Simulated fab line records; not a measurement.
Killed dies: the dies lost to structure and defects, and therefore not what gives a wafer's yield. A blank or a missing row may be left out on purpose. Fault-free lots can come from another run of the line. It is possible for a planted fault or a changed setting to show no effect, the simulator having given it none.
Matching of chambers :: flow n5 finfet :: N5_BEOL_M1_ALD_98 on ald sin-04 has 4 sister chambers
The step deposits SiO2, target thk 2.5 nm, pulse time 1 s, co reactant pulse time 1 s. 22 wafers are shown with their chamber, then 11 later ones without.

== WAFERS, EACH WITH ITS CHAMBER ==
wafer: L077.2
chamber: 0
heater power w (W): 75
precursor pulse height rel: 1.000

wafer: L077.3
chamber: 1
heater power w (W): 87
precursor pulse height rel: 1.008

wafer: L077.5
chamber: 2
heater power w (W): 83
precursor pulse height rel: 1.003

wafer: L078.2
chamber: 1
heater power w (W): 86
precursor pulse height rel: 0.995

wafer: L078.3
chamber: 3
heater power w (W): 63
precursor pulse height rel: 1.015

wafer: L078.4
chamber: 0
heater power w (W): 77
precursor pulse height rel: 1.030

wafer: L084.1
chamber: 1
heater power w (W): 87
precursor pulse height rel: 0.994

wafer: L084.5
chamber: 3
heater power w (W): 64
precursor pulse height rel: 1.003

wafer: L084.6
chamber: 2
heater power w (W): 81
precursor pulse height rel: 1.022

wafer: L086.1
chamber: 3
heater power w (W): 64
precursor pulse height rel: 1.029

wafer: L086.5
chamber: 3
heater power w (W): 65
precursor pulse height rel: 1.041

wafer: L086.6
chamber: 0
heater power w (W): 76
precursor pulse height rel: 1.032

wafer: L087.2
chamber: 2
heater power w (W): 81
precursor pulse height rel: 0.990

wafer: L087.4
chamber: 0
heater power w (W): 77
precursor pulse height rel: 0.992

wafer: L087.6
chamber: 3
heater power w (W): 63
precursor pulse height rel: 1.021

wafer: L089.1
chamber: 1
heater power w (W): 85
precursor pulse height rel: 1.007

wafer: L089.2
chamber: 3
heater power w (W): 64
precursor pulse height rel: 1.008

wafer: L089.3
chamber: 0
heater power w (W): 77
precursor pulse height rel: 0.980

wafer: L088.1
chamber: 3
heater power w (W): 63
precursor pulse height rel: 1.013

wafer: L088.3
chamber: 1
heater power w (W): 83
precursor pulse height rel: 0.960

wafer: L088.5
chamber: 3
heater power w (W): 64
precursor pulse height rel: 0.992

wafer: L091.2
chamber: 0
heater power w (W): 75
precursor pulse height rel: 1.012

SIGNATURES (averages over the wafers above)
reading: heater power w
chamber 0: 76.17
chamber 1: 85.60
chamber 2: 81.67
chamber 3: 63.75
scatter within a chamber: 1.11

reading: precursor pulse height rel
chamber 0: 1.00767
chamber 1: 0.99280
chamber 2: 1.00500
chamber 3: 1.01525
scatter within a chamber: 0.018
Rule: for a wafer and a chamber, the distance is found by dividing, reading by reading, the gap between the wafer's reading and the chamber's mean by the reading's scatter, squaring, summing and taking the root. The wafer belongs to the nearest chamber; if the next one is less than 2 further off, it can't be placed. The scatter is the square root of a quotient: the sum, over the shown wafers, of each reading's squared deviation from its chamber's mean, divided by wafers minus chambers.

== WAFERS WITH NO CHAMBER GIVEN ==
wafer: L091.3
heater power w (W): 81
precursor pulse height rel: 0.987

wafer: L091.5
heater power w (W): 75
precursor pulse height rel: 1.012

wafer: L092.2
heater power w (W): 75
precursor pulse height rel: 0.983

wafer: L092.4
heater power w (W): 88
precursor pulse height rel: 1.018

wafer: L092.6
heater power w (W): 77
precursor pulse height rel: 1.038

wafer: L093.1
heater power w (W): 75
precursor pulse height rel: 1.027

wafer: L093.2
heater power w (W): 81
precursor pulse height rel: 0.978

wafer: L093.5
heater power w (W): 63
precursor pulse height rel: 1.003

wafer: L097.2
heater power w (W): 83
precursor pulse height rel: 0.979

wafer: L097.3
heater power w (W): 63
precursor pulse height rel: 1.020

wafer: L097.5
heater power w (W): 62
precursor pulse height rel: 0.993

== EACH ONE'S CHAMBER ==
wafer: L091.3
from the rows above: 2
in truth: 2

wafer: L091.5
from the rows above: 0
in truth: 0

wafer: L092.2
from the rows above: 0
in truth: 0

wafer: L092.4
from the rows above: 1
in truth: 1

wafer: L092.6
from the rows above: 0
in truth: 0

wafer: L093.1
from the rows above: 0
in truth: 0

wafer: L093.2
from the rows above: 2
in truth: 2

wafer: L093.5
from the rows above: 3
in truth: 3

wafer: L097.2
from the rows above: can't be placed: 2 or 1
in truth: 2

wafer: L097.3
from the rows above: 3
in truth: 3

wafer: L097.5
from the rows above: 3
in truth: 3
Correct placement for 10 of the 11. Unplaceable from these rows: 1, with the true chamber sitting among the candidates in 1. Wrongly placed: 0.
